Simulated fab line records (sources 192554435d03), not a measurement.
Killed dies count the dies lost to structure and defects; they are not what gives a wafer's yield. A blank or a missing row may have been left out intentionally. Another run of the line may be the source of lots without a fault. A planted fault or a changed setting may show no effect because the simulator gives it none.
Split-lot trial ; flow n5-finfet ; 21 wafers read across 7 lots, on a route 1938 steps long

== ABOUT THE SPLIT ==
At N5_BEOL_M9_COAT_05 (resist thk 90 nm), the setting spin-rpm was moved away from the recipe's 1500 rpm on 5 of the 21 wafers read, by +6.1% to +10.3%. This setting was run at the recipe's value on the other wafers.

== FROM THE SPLIT TO THE READING: what the file shows between them, 5 steps ==
- N5_BEOL_M9_EXPOSE_08: exposes mask M9 (also split here: dose-mj)
- N5_BEOL_M9_PEB_09: peb time 60 s
- N5_BEOL_M9_DEVELOP_10: develop time 30 s
- N5_BEOL_M9_CD_MEAS_11: target cd 64.1 nm
- N5_BEOL_M9_DESCUM_16: chemistry O2, time 7.9 s

== THE READING ==
CAR-ArF_of_BEOL_M9_COAT_05.thk-nm (the simulator's own value, which no gauge read), in nm, at N5_BEOL_M9_ETCH_61 (etches SiARC in CF4, target depth 39 nm, time 65 s). There is no usual value for it anywhere in the file. Here, 16 wafers ran the recipe; their average is 55.5 nm with a standard deviation of 0.3 nm.

wafer;tool, chamber at the split;spin-rpm as run, rpm;against the recipe;CAR-ArF_of_BEOL_M9_COAT_05.thk-nm, nm;against lot-mates on the recipe
L076.2;litho-track-04, 0;1500;recipe;55;-
L076.3;litho-track-04, 0;1500;recipe;55;-
L076.6;litho-track-04, 0;1500;recipe;55.2;-
L084.1;litho-track-03, 0;1500;recipe;56;-
L084.5;litho-track-03, 0;1618;+7.9%;52.6;-3.4
L084.6;litho-track-03, 0;1618;+7.9%;52.6;-3.4
L088.1;litho-track-04, 0;1500;recipe;55.8;-
L088.4;litho-track-04, 0;1500;recipe;55.6;-
L088.5;litho-track-04, 0;1500;recipe;55.4;-
L089.2;litho-track-01, 0;1500;recipe;55.4;-
L089.5;litho-track-01, 0;1500;recipe;55.4;-
L089.6;litho-track-01, 0;1500;recipe;55.8;-
L090.3;litho-track-04, 0;1655;+10.3%;51;-4.6
L090.5;litho-track-04, 0;1500;recipe;55.6;-
L090.6;litho-track-04, 0;1500;recipe;55.6;-
L093.2;litho-track-03, 0;1591;+6.1%;53.4;-2.4
L093.5;litho-track-03, 0;1591;+6.1%;53.4;-2.4
L093.4;litho-track-03, 0;1500;recipe;55.8;-
L094.2;litho-track-04, 0;1500;recipe;55.6;-
L094.4;litho-track-04, 0;1500;recipe;55.6;-
L094.6;litho-track-04, 0;1500;recipe;56;-

THE FIT
A straight line over all 21 wafers: CAR-ArF_of_BEOL_M9_COAT_05.thk-nm changes by -0.395 nm for each +1% of spin-rpm; r = -0.98; the points scatter about the line by 0.31 nm.
The same after taking each lot's own level away (the mean of its wafers on the recipe; 21 wafers): -0.429 nm for each +1%; r = -1.00; scatter 0.15 nm.
That fit puts the effect of the largest move of spin-rpm on the reading at 4.4 nm.
The lots' own levels span 55.07 to 56.00 nm, that is 3.2 times the standard deviation above.
Hence the lot-to-lot level has little effect on the slope; both slopes agree.
Check: with one of the wafers moved furthest among these (+10.3%) left out of the fit, the line predicts -4.33 nm for it against its lot-mates. It came out at -4.6 nm against them.

== THE OTHER SPLITS THESE WAFERS WENT THROUGH ==
Other splits were also applied to these wafers ahead of the reading. Each is held against what the fit with the lots' levels taken away leaves over:
other split on the same wafers;wafers away from the commonest value;r with CAR-ArF_of_BEOL_M9_COAT_05.thk-nm (lot level and that fit taken away)
N5_BEOL_M9_EXPOSE_08 dose-mj;7;+0.04

== THE WHOLE CHAIN: every reading that the file lists as answering this split, in the file's order ==
step;what it does;reading;change (the file's fit);r (the file's)
N5_BEOL_M9_COAT_05;resist thk 90 nm;CAR-ArF_of_BEOL_M9_COAT_05.thk-nm (the simulator's own value, which no gauge read);-0.439 nm for each +1% of the setting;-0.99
N5_BEOL_M9_ETCH_61;etches SiARC in CF4, target depth 39 nm, time 65 s;CAR-ArF_of_BEOL_M9_COAT_05.thk-nm (the simulator's own value, which no gauge read);-0.432 nm for each +1% of the setting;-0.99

== THE FILE'S OWN FIT ==
CAR-ArF_of_BEOL_M9_COAT_05.thk-nm changes by -0.432 nm for each +1% of spin-rpm, r = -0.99.
